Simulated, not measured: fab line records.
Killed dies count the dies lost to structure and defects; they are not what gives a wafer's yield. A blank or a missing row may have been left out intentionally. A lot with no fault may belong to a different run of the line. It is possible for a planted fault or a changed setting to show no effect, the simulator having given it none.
The tool behind it: which one? / flow n5_finfet / Sampling: 11 lots, 33 wafers, 3 of 1938 route steps

## WHAT EACH GAUGE READ, for each wafer
N5_BEOL_M4_RC_MEAS_101. Usual: DIBL_N 36.5 mV/V, standard deviation 1.4; DIBL_P 36.9 mV/V, standard deviation 1.7; IOFF_N 0.163 nA/um, standard deviation 0.023; IOFF_P 0.22 nA/um, standard deviation 0.032; ION_N 673 uA/um, standard deviation 9; ION_P 462 uA/um, standard deviation 7.5; SS_N 71.6 mV/dec, standard deviation 0.54; SS_P 73.4 mV/dec, standard deviation 0.62; VT_N 249.8 mV, standard deviation 2.8; VT_P -250 mV, standard deviation 3.5.
lot=L353; measured=day 7 23:18; on=prober-01; DIBL_N (mV/V)=35.0 37.3 36.1; DIBL_P (mV/V)=35.9 38.7 37.2; IOFF_N (nA/um)=0.143 0.184 0.163; IOFF_P (nA/um)=0.21 0.26 0.23; ION_N (uA/um)=657 680 663; ION_P (uA/um)=457 468 460; SS_N (mV/dec)=71.2 71.9 72.0; SS_P (mV/dec)=73.6 74.2 73.8; VT_N (mV)=253.3 247.2 250.5; VT_P (mV)=-248 -245 -249; flag=
lot=L360; measured=day 9 21:07; on=prober-01; DIBL_N (mV/V)=36.0 35.8 36.5; DIBL_P (mV/V)=37.5 37.3 37.8; IOFF_N (nA/um)=0.176 0.174 0.187; IOFF_P (nA/um)=0.25 0.25 0.27; ION_N (uA/um)=676 672 679; ION_P (uA/um)=468 469 469; SS_N (mV/dec)=71.8 71.7 73.1; SS_P (mV/dec)=74.1 74.3 73.4; VT_N (mV)=248.6 246.6 249.4; VT_P (mV)=-244 -248 -246; flag=
lot=L362; measured=day 10 17:21; on=prober-02; DIBL_N (mV/V)=36.8 34.4 36.3; DIBL_P (mV/V)=36.6 33.9 36.0; IOFF_N (nA/um)=0.161 0.132 0.153; IOFF_P (nA/um)=0.23 0.19 0.23; ION_N (uA/um)=678 672 672; ION_P (uA/um)=466 465 460; SS_N (mV/dec)=71.1 70.5 71.6; SS_P (mV/dec)=73.2 72.3 73.4; VT_N (mV)=252.8 252.3 251.1; VT_P (mV)=-248 -247 -249; flag=
lot=L364; measured=day 11 05:37; on=prober-02; DIBL_N (mV/V)=37.6 35.4 36.4; DIBL_P (mV/V)=38.3 34.8 36.9; IOFF_N (nA/um)=0.190 0.134 0.165; IOFF_P (nA/um)=0.26 0.19 0.23; ION_N (uA/um)=675 655 686; ION_P (uA/um)=466 447 467; SS_N (mV/dec)=71.9 70.7 71.2; SS_P (mV/dec)=73.5 72.7 73.6; VT_N (mV)=247.7 255.9 248.5; VT_P (mV)=-248 -253 -251; flag=
lot=L363; measured=day 11 06:55; on=prober-02; DIBL_N (mV/V)=37.1 36.3 36.3; DIBL_P (mV/V)=38.5 37.9 36.7; IOFF_N (nA/um)=0.184 0.174 0.162; IOFF_P (nA/um)=0.22 0.21 0.20; ION_N (uA/um)=680 664 667; ION_P (uA/um)=458 456 450; SS_N (mV/dec)=71.3 72.3 72.1; SS_P (mV/dec)=74.1 73.2 73.7; VT_N (mV)=245.7 247.0 249.6; VT_P (mV)=-253 -251 -253; flag=
lot=L367; measured=day 11 10:32; on=prober-01; DIBL_N (mV/V)=37.3 38.3 36.1; DIBL_P (mV/V)=38.5 39.0 36.6; IOFF_N (nA/um)=0.196 0.204 0.161; IOFF_P (nA/um)=0.24 0.25 0.22; ION_N (uA/um)=682 694 687; ION_P (uA/um)=462 464 469; SS_N (mV/dec)=71.8 71.9 70.9; SS_P (mV/dec)=74.2 74.2 74.0; VT_N (mV)=245.1 244.8 248.7; VT_P (mV)=-249 -248 -249; flag=
lot=L368; measured=day 12 08:54; on=prober-02; DIBL_N (mV/V)=38.2 35.8 35.6; DIBL_P (mV/V)=39.0 36.5 35.4; IOFF_N (nA/um)=0.202 0.160 0.148; IOFF_P (nA/um)=0.26 0.21 0.19; ION_N (uA/um)=680 660 676; ION_P (uA/um)=470 454 460; SS_N (mV/dec)=71.1 71.4 71.3; SS_P (mV/dec)=73.4 72.9 73.3; VT_N (mV)=245.6 248.4 250.4; VT_P (mV)=-246 -249 -252; flag=
lot=L371; measured=day 12 13:56; on=prober-01; DIBL_N (mV/V)=33.6 35.3 33.0; DIBL_P (mV/V)=35.0 36.8 34.3; IOFF_N (nA/um)=0.123 0.146 0.114; IOFF_P (nA/um)=0.19 0.21 0.18; ION_N (uA/um)=658 678 657; ION_P (uA/um)=461 464 461; SS_N (mV/dec)=70.9 71.4 71.1; SS_P (mV/dec)=72.6 73.4 73.1; VT_N (mV)=255.1 253.1 255.0; VT_P (mV)=-251 -252 -256; flag=
lot=L370; measured=day 12 16:38; on=prober-01; DIBL_N (mV/V)=37.0 38.6 38.9; DIBL_P (mV/V)=38.6 40.0 39.9; IOFF_N (nA/um)=0.158 0.175 0.186; IOFF_P (nA/um)=0.21 0.22 0.23; ION_N (uA/um)=673 676 676; ION_P (uA/um)=466 457 459; SS_N (mV/dec)=71.4 72.2 72.4; SS_P (mV/dec)=73.5 73.9 74.1; VT_N (mV)=249.6 251.9 250.7; VT_P (mV)=-250 -253 -251; flag=
lot=L372; measured=day 12 18:17; on=prober-02; DIBL_N (mV/V)=37.8 35.1 34.4; DIBL_P (mV/V)=39.6 36.1 35.9; IOFF_N (nA/um)=0.191 0.142 0.128; IOFF_P (nA/um)=0.22 0.17 0.17; ION_N (uA/um)=679 671 656; ION_P (uA/um)=457 448 454; SS_N (mV/dec)=71.9 71.0 70.8; SS_P (mV/dec)=74.2 73.7 73.8; VT_N (mV)=247.5 251.1 255.7; VT_P (mV)=-252 -258 -254; flag=
lot=L373; measured=day 13 19:39; on=prober-01; DIBL_N (mV/V)=32.4 33.6 33.5; DIBL_P (mV/V)=32.4 34.1 33.6; IOFF_N (nA/um)=0.116 0.125 0.126; IOFF_P (nA/um)=0.17 0.18 0.17; ION_N (uA/um)=662 672 670; ION_P (uA/um)=457 472 458; SS_N (mV/dec)=70.1 70.4 70.2; SS_P (mV/dec)=72.2 72.7 72.0; VT_N (mV)=252.3 252.2 247.5; VT_P (mV)=-253 -251 -254; flag=

N5_BEOL_M10_OVL_MEAS_29. Usual: V9_OVL gives 0.4 nm (standard deviation 0.62).
lot=L353; measured=day 10 07:40; on=overlay-01; V9_OVL (nm)=-0.3 0.5 0.5; flag=
lot=L360; measured=day 12 01:23; on=overlay-01; V9_OVL (nm)=0.5 -0.4 0.1; flag=
lot=L362; measured=day 12 13:39; on=overlay-01; V9_OVL (nm)=0.3 1.1 -0.8; flag=
lot=L364; measured=day 13 06:32; on=overlay-02; V9_OVL (nm)=0.8 1.2 1.5; flag=
lot=L363; measured=day 13 09:19; on=overlay-02; V9_OVL (nm)=0.3 0.1 0.0; flag=
lot=L367; measured=day 13 14:25; on=overlay-01; V9_OVL (nm)=0.6 1.0 0.3; flag=
lot=L368; measured=day 14 08:20; on=overlay-02; V9_OVL (nm)=0.5 0.4 0.2; flag=
lot=L371; measured=day 14 11:13; on=overlay-02; V9_OVL (nm)=-0.3 -0.7 0.5; flag=
lot=L370; measured=day 14 18:42; on=overlay-02; V9_OVL (nm)=1.2 -0.3 0.4; flag=
lot=L372; measured=day 14 19:12; on=overlay-02; V9_OVL (nm)=0.0 0.4 0.6; flag=
lot=L373; measured=day 15 19:26; on=overlay-01; V9_OVL (nm)=0.9 1.2 1.8; flag=

## EACH LOT AND THE TOOL THAT RAN IT (in order: tool; ch and the chambers of the sampled wafers; start)
lot=L353; N5_BEOL_M10_DESCUM_16=rie_diel-04 ch 1,2,3, day 10 06:10
lot=L360; N5_BEOL_M10_DESCUM_16=rie_diel-03 ch 0,1, day 12 00:31
lot=L362; N5_BEOL_M10_DESCUM_16=rie_diel-05 ch 0,1,3, day 12 12:51
lot=L364; N5_BEOL_M10_DESCUM_16=rie_diel-03 ch 0,2,3, day 13 05:41
lot=L363; N5_BEOL_M10_DESCUM_16=rie_diel-05 ch 0,1,2, day 13 08:06
lot=L367; N5_BEOL_M10_DESCUM_16=rie_diel-05 ch 0,1,2, day 13 13:10
lot=L368; N5_BEOL_M10_DESCUM_16=rie_diel-03 ch 0,1,2, day 14 07:17
lot=L371; N5_BEOL_M10_DESCUM_16=rie_diel-04 ch 0,1, day 14 10:18
lot=L370; N5_BEOL_M10_DESCUM_16=rie_diel-05 ch 0,1,3, day 14 17:45
lot=L372; N5_BEOL_M10_DESCUM_16=rie_diel-04 ch 0,1,2, day 14 18:12
lot=L373; N5_BEOL_M10_DESCUM_16=rie_diel-04 ch 0,1, day 15 17:58
- N5_BEOL_M10_DESCUM_16: chemistry O2, time 7.9 s.

## WHAT THE TOOLS THEMSELVES READ (means of the sampled wafers that have a number; where no wafer has one, the mark that the record gives instead)
N5_BEOL_M10_DESCUM_16. Usual: drypump_motor_current_A 6.0 A, standard deviation 0.37; oes_product_au 0.82 a.u., standard deviation 0.077; rf_vpp_V 243.1 V, standard deviation 1.3; showerhead_plenum_p_Torr 2.08 Torr, standard deviation 0.062; throttle_valve_pct 20.42 %, standard deviation 0.23.
lot=L353; tool=rie_diel-04; drypump_motor_current_A (A)=5.9; oes_product_au (a.u.)=0.85; rf_vpp_V (V)=243.5; showerhead_plenum_p_Torr (Torr)=2.12; throttle_valve_pct (%)=20.32; flag=
lot=L360; tool=rie_diel-03; drypump_motor_current_A (A)=6.0; oes_product_au (a.u.)=0.83; rf_vpp_V (V)=242.7; showerhead_plenum_p_Torr (Torr)=2.08; throttle_valve_pct (%)=20.67; flag=
lot=L362; tool=rie_diel-05; drypump_motor_current_A (A)=6.2; oes_product_au (a.u.)=0.78; rf_vpp_V (V)=242.8; showerhead_plenum_p_Torr (Torr)=2.07; throttle_valve_pct (%)=20.51; flag=
lot=L364; tool=rie_diel-03; drypump_motor_current_A (A)=5.8; oes_product_au (a.u.)=0.84; rf_vpp_V (V)=243.8; showerhead_plenum_p_Torr (Torr)=2.11; throttle_valve_pct (%)=20.56; flag=
lot=L363; tool=rie_diel-05; drypump_motor_current_A (A)=6.2; oes_product_au (a.u.)=0.80; rf_vpp_V (V)=241.9; showerhead_plenum_p_Torr (Torr)=2.03; throttle_valve_pct (%)=20.31; flag=
lot=L367; tool=rie_diel-05; drypump_motor_current_A (A)=6.2; oes_product_au (a.u.)=0.81; rf_vpp_V (V)=242.4; showerhead_plenum_p_Torr (Torr)=2.03; throttle_valve_pct (%)=20.31; flag=
lot=L368; tool=rie_diel-03; drypump_motor_current_A (A)=5.9; oes_product_au (a.u.)=0.86; rf_vpp_V (V)=243.7; showerhead_plenum_p_Torr (Torr)=2.09; throttle_valve_pct (%)=20.67; flag=
lot=L371; tool=rie_diel-04; drypump_motor_current_A (A)=5.6; oes_product_au (a.u.)=0.80; rf_vpp_V (V)=243.8; showerhead_plenum_p_Torr (Torr)=2.11; throttle_valve_pct (%)=20.30; flag=
lot=L370; tool=rie_diel-05; drypump_motor_current_A (A)=6.2; oes_product_au (a.u.)=0.87; rf_vpp_V (V)=242.3; showerhead_plenum_p_Torr (Torr)=2.07; throttle_valve_pct (%)=20.41; flag=
lot=L372; tool=rie_diel-04; drypump_motor_current_A (A)=5.6; oes_product_au (a.u.)=0.79; rf_vpp_V (V)=242.4; showerhead_plenum_p_Torr (Torr)=2.07; throttle_valve_pct (%)=20.25; flag=
lot=L373; tool=rie_diel-04; drypump_motor_current_A (A)=5.6; oes_product_au (a.u.)=0.79; rf_vpp_V (V)=244.6; showerhead_plenum_p_Torr (Torr)=2.11; throttle_valve_pct (%)=20.33; flag=

## THE ANSWER, worked out from the rows above alone
Rule: lot off if the mean of its wafers having a number is beyond 3 standard deviations from the usual mean. A lot without any number at a reading at which 4 lots or more have one is off too. Where the step has rows for the other lots, those lots are counted as sound. Order of review: gauges by route order, followed by the tools' own readings, for which a lot's mean as printed above is used. At the first step where some lot is off, the reading lying furthest off is the one used; lots without a number count as furthest.
No lot is off at any reading shown: from this, nothing can be told.

## WHAT THE SIMULATOR HAD PUT IN
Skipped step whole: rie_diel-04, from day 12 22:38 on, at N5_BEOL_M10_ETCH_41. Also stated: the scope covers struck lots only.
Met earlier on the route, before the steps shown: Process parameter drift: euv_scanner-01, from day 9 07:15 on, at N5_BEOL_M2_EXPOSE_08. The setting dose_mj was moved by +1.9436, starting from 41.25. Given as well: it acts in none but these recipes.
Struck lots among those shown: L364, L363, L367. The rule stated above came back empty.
